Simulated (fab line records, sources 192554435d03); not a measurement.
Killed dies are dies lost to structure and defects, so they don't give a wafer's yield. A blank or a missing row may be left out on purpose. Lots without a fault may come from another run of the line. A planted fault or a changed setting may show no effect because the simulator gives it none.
One fault seen from 2 desks | flow n5_finfet | each desk has only its own numbers; what lay behind them comes last

THE METROLOGY DESK
What the gauges read, lot by lot, whatever tool the lot ran on: means of the sampled wafers that have a number. A lot is out of limits, marked OUT, if its mean lies more than 4 standard deviations from the usual mean; the brackets give that distance.
Columns: A = M13_RS at N5_BEOL_M13_RS_MEAS_54, usual 0.0447 ohm/sq; B = V13_OVL at N5_BEOL_M14_OVL_MEAS_11, usual -3 nm; C = cd_nm at N5_BEOL_M14_CD_MEAS_17, usual 250.2 nm
lot  | first seen here | A      | B   | C
L378 | day 11 17:02    | 0.0442 | 3   | 251.6
L381 | day 12 08:32    | 0.0454 | -5  | 253.1
L383 | day 12 19:22    | 0.0452 | -0  | 248.6
L384 | day 13 05:53    | 0.0446 | -2  | 248.8
L391 | day 14 19:43    | 0.0448 | -2  | 249.9
L393 | day 15 05:05    | 0.0449 | 8   | 255.6
L397 | day 16 04:29    | 0.0441 | 0   | 249.4
L395 | day 16 06:11    | 0.0446 | -10 | 250.0
L398 | day 16 09:20    | 0.0447 | 6   | 249.7
L400 | day 16 23:10    | 0.0442 | -3  | 250.3
This desk's finding: nothing out of limits on any of the 10 lots.

THE TOOL OWNER'S DESK: rie_diel-03
The tool's own readings at N5_BEOL_M14_ETCH_59 (etches BARC in N2/H2, target depth 89 nm, overetch 26.7 nm, time 67.9 s): means of the sampled wafers that have a number, for each lot that ran on this tool. A lot is out of limits, marked OUT, if its mean lies more than 4 standard deviations from the usual mean; the brackets give that distance.
Columns: A = bias_w at N5_BEOL_M14_ETCH_59, usual 150.0 W; B = drypump_motor_current_A at N5_BEOL_M14_ETCH_59, usual 5.64 A; C = oes_product_au at N5_BEOL_M14_ETCH_59, usual 0.69 a.u.; D = rf_vpp_V at N5_BEOL_M14_ETCH_59, usual 523.7 V; E = showerhead_plenum_p_Torr at N5_BEOL_M14_ETCH_59, usual 2.54 Torr; F = throttle_valve_pct at N5_BEOL_M14_ETCH_59, usual 17.9 %
lot  | first seen here | A     | B    | C    | D     | E    | F
L378 | day 11 17:51    | 150.0 | 5.50 | 0.63 | 526.2 | 2.64 | 18.0
L383 | day 12 20:03    | 150.2 | 5.47 | 0.61 | 522.2 | 2.50 | 18.1
L384 | day 13 06:35    | 150.1 | 5.86 | 0.71 | 523.1 | 2.54 | 17.9
L393 | day 15 05:46    | 149.9 | 6.01 | 0.72 | 524.8 | 2.58 | 17.8
This desk's finding: nothing out of limits on any of the 4 lots.

PUT TOGETHER
The metrology desk saw nothing out of limits.
The tool owner's desk saw nothing out of limits.

WHAT THE SIMULATOR HAD PUT IN
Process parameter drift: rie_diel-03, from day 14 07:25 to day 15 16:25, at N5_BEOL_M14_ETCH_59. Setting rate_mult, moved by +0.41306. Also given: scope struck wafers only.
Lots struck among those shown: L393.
